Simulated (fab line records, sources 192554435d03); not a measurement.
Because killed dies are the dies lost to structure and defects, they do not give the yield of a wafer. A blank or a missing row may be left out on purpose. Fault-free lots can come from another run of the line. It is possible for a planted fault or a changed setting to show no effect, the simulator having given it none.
Problem report in the 8D (eight disciplines) form, filled by code / flow n5_finfet / the parts of the form that need people (team, actions taken, sign-off) are left out

1. THE ISSUE
Mean of cd_nm at N5_PASSIVATION_CD_MEAS_30: 3977.2 nm over 3 wafers from 1 lot, against 4000.7 nm (standard deviation 2.1) on wafers with no fault. Measured from the usual mean, that is -11 standard deviations.
The step: target cd 4000 nm.
First seen on wafer L341.1, day 14 20:46, on cd_sem-01. At this step, 33 wafers from 11 lots have a number in the record. By rule, "out" or "out of limits" means more than 4 standard deviations away from the usual mean. The rest of the wafers with a number are treated as sound.

2. WHAT THIS IS AND IS NOT
question=which readings at this step | is=cd_nm | is not=-
question=which lots | is=L341 | is not=L335, L336, L337, L344, L349, L351, L352, L353, L356, L357
question=which wafers of those lots | is=all that have a number | is not=-
question=read on which gauges | is=cd_sem-01 | is not=cd_sem-02, cd_sem-03
question=when | is=from day 14 20:46 | is not=up to then (9 sound wafers); but 21 sound wafers of L344, L349, L351, L352, L353, L356, L357 came after

3. WHAT RULES OUT EACH SUSPECT
Counting: a tool stays on the suspect list if, at a process step up to the reading, it processed all lots that are out and no sound lot following the first of them.
- ruled out: the gauge at N5_PASSIVATION_CD_MEAS_30. All the wafers that are out were read on cd_sem-01, but those of them that N5_PASSIVATION_EXPOSE_27 has rows for are out there too, on other tools.
- pecvd-04 at N5_PASSIVATION_PECVD_55 (deposits SiO2 from SiH4/N2O, target thk 400 nm, time 22.5 s): ruled out as a lasting fault. The sound lots L357, L353 went through it after L341, its earliest lot that is out (day 14 13:03).
- krf_scanner-02 at N5_PASSIVATION_EXPOSE_27 (exposes mask PAD, defocus 0 nm): kept. It ran the lot that is out, L341 (day 14 20:35), and no sound lot after that; its last sound lot up to then is L336 (day 13 02:34). Its own exposure_dose_mJ_cm2 readings are out on those wafers.
The count leaves krf_scanner-02 at N5_PASSIVATION_EXPOSE_27.

4. THE CAUSE (what the simulator had put in)
Drift in process parameters on krf_scanner-02 at N5_PASSIVATION_EXPOSE_27, starting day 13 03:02. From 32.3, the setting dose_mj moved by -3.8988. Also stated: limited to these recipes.
Counting left only this tool.

5. SEQUENCE OF EFFECTS, ordered by route
Each row: a reading whose mean over the struck wafers that have a number lies more than 3 standard deviations from the usual. Only readings whose record carries a usual standard deviation are examined. hours: median over the lots of the time between each lot's start at the first step of this table that gives one and its start at this step. sigmas: the change, counted in usual standard deviations.
hours=0; step=N5_PASSIVATION_EXPOSE_27; reading=exposure_dose_mJ_cm2; usual=32.293; on struck wafers=28.398; change=-3.895; sigmas=-99 or more
hours=0; step=N5_PASSIVATION_CD_MEAS_30; reading=cd_nm; usual=4000.7 nm; on struck wafers=3977.2; change=-23.5; sigmas=-11
Process steps it contains:
- N5_PASSIVATION_EXPOSE_27: exposes mask PAD, defocus 0 nm.
Later measuring or inspecting steps at which every struck wafer that the step has a row for has a number for every such reading, and none has moved that far: N5_PASSIVATION_OVL_MEAS_66.

6. WHAT WOULD HAVE CAUGHT IT SOONER
In this record the first reading out of limits at a measuring or inspecting step was taken at day 14 20:46, 42 hours after the fault began at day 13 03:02.
Tool's own readings at N5_PASSIVATION_EXPOSE_27, exposure_dose_mJ_cm2: out on all struck wafers the step has rows for; an alarm limit on them would have tripped on the first.
By day 14 20:46 the whole set of lots that are out, 1 in number, had already begun N5_PASSIVATION_EXPOSE_27 on krf_scanner-02. None of them would have been spared by holding the tool at that moment.
